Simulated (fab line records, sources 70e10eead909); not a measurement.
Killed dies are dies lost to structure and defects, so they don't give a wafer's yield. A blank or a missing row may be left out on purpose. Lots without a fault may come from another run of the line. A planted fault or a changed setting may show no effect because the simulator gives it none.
A struck lot beside a sound one | flow nand_harc | 18 steps out of a route of 1159
Sound: wafers L342.1, L342.2, L342.5. Struck: wafers L344.1, L344.4, L344.6. The cause comes at the end.
At each step with rows: each side's tool, then ch and its chambers, then its first start. Under that, the readings that differ: sound wafers | struck wafers | difference of the means | sigmas: that difference in standard deviations of wafers without a fault.
alike: readings whose means differ by less than 2 such deviations, and words and numbers that are the same on both sides. not compared: withheld readings, readings that some wafer has no value for, bounds like >300 that may hide the same value, and numbers for which the record gives no deviation and whose values overlap.
The two part at a step that has a row with sigmas, a row that says differs or no value, or rows on one side only. Numbers that don't overlap but have no deviation are shown without sigmas and don't part them. A reading that every wafer of one side lacks parts them only if that side has two wafers or more.

NHARC_P_ZERO_WELL_CD_MEAS_11: target cd 500 nm.
  sound on cd_sem-03 ch 0, day 2 07:14; struck on cd_sem-02 ch 0, day 2 19:14
  alike: cd_nm
then, 1 step without rows for these wafers: NHARC_P_ZERO_WELL_HARDBAKE_12 (time 65 s).
NHARC_P_ZERO_WELL_DESCUM_13: chemistry O2, time 3 s.
  sound on rie_diel-11 ch 1,2, day 2 07:24; struck on rie_diel-11 ch 0,1, day 2 19:24
  alike: drypump_motor_current_A, oes_product_au, rf_vpp_V, showerhead_plenum_p_Torr, throttle_valve_pct
  not compared: rf_hours_counter_h
NHARC_P_ZERO_WELL_ETCH_65: etches the open film in N2/H2, target depth 80 nm, overetch 24 nm, time 87.88 s.
  sound on rie_diel-11 ch 0,1,3, day 2 07:29; struck on rie_diel-11 ch 0,1, day 2 19:29
  reading             | sound             | struck            | difference | sigmas
  h2_flow_sccm (sccm) | 150.4 149.7 149.5 | 151.0 151.1 150.3 | +0.9       | +2
  alike: drypump_motor_current_A, oes_product_au, rf_vpp_V, showerhead_plenum_p_Torr, throttle_valve_pct
  not compared: rf_hours_counter_h
NHARC_P_ZERO_WELL_ETCH_62: etches the open film in CHF3/Ar, target depth 13 nm, time 6.5 s.
  sound on rie_diel-11 ch 0,3; struck on rie_diel-11 ch 1,2,3
  alike: drypump_motor_current_A, oes_product_au, rf_vpp_V, showerhead_plenum_p_Torr, throttle_valve_pct
  not compared: rf_hours_counter_h
NHARC_P_ZERO_WELL_ETCH_63: etches the open film in HBr/Cl2, target depth 120 nm, time 40.1 s.
  sound on rie_si-05 ch 0,2, day 2 07:40; struck on rie_si-03 ch 0,1,2, day 2 19:40
  reading                | sound                | struck               | difference | sigmas
  throttle_valve_pct (%) | 26.404 26.396 26.397 | 26.428 26.418 26.411 | +0.020     | +2
  alike: drypump_motor_current_A, oes_product_au
  not compared: rf_hours_counter_h
then, 6 steps without rows for these wafers: NHARC_P_ZERO_WELL_STRIP_15 (strips in SPM, time 900 s); NHARC_P_ZERO_WELL_DEHYDRATE_16 (time 120 s); NHARC_P_ZERO_WELL_HMDS_17 (time 30 s); NHARC_P_ZERO_WELL_COAT_18; NHARC_P_ZERO_WELL_SOFTBAKE_19 (time 95 s); NHARC_P_ZERO_WELL_EBR_20.
NHARC_P_ZERO_WELL_EXPOSE_21: exposes mask P NWELL, target cd 720 nm.
  sound on krf_scanner-02 ch 0, day 2 08:28; struck on krf_scanner-04 ch 0, day 2 20:26
  reading | sound                         | struck                        | difference | sigmas
  mask    | P_NWELL#0 P_NWELL#0 P_NWELL#0 | P_PWELL#0 P_PWELL#0 P_PWELL#0 | differs    |
then, 2 steps without rows for these wafers: NHARC_P_ZERO_WELL_PEB_22 (peb time 85 s); NHARC_P_ZERO_WELL_DEVELOP_23 (time 70 s).
NHARC_P_ZERO_WELL_CD_MEAS_24: target cd 720 nm.
  sound on cd_sem-02 ch 0, day 2 08:37; struck on cd_sem-03 ch 0, day 2 20:35
  reading    | sound             | struck | difference                    | sigmas
  cd_nm (nm) | 722.0 722.8 721.3 | - - -  | no value on the struck wafers |
then, 1 step without rows for these wafers: NHARC_P_ZERO_WELL_HARDBAKE_25 (time 80 s).
-- the record jumps here: 17 days lie between the struck wafers' starts before and after (it left off in module P_ZERO_WELL and takes up again in module END, whose first step shown is number 1159 of the route) --
NHARC_END_SORT_01:
  the record has rows for the struck wafers here (prober-01 ch 0, day 20 07:44) and none for the sound ones

WHERE THEY PART
First at NHARC_P_ZERO_WELL_ETCH_65; last, within this record, at NHARC_END_SORT_01.

WHY: what the simulator had put in
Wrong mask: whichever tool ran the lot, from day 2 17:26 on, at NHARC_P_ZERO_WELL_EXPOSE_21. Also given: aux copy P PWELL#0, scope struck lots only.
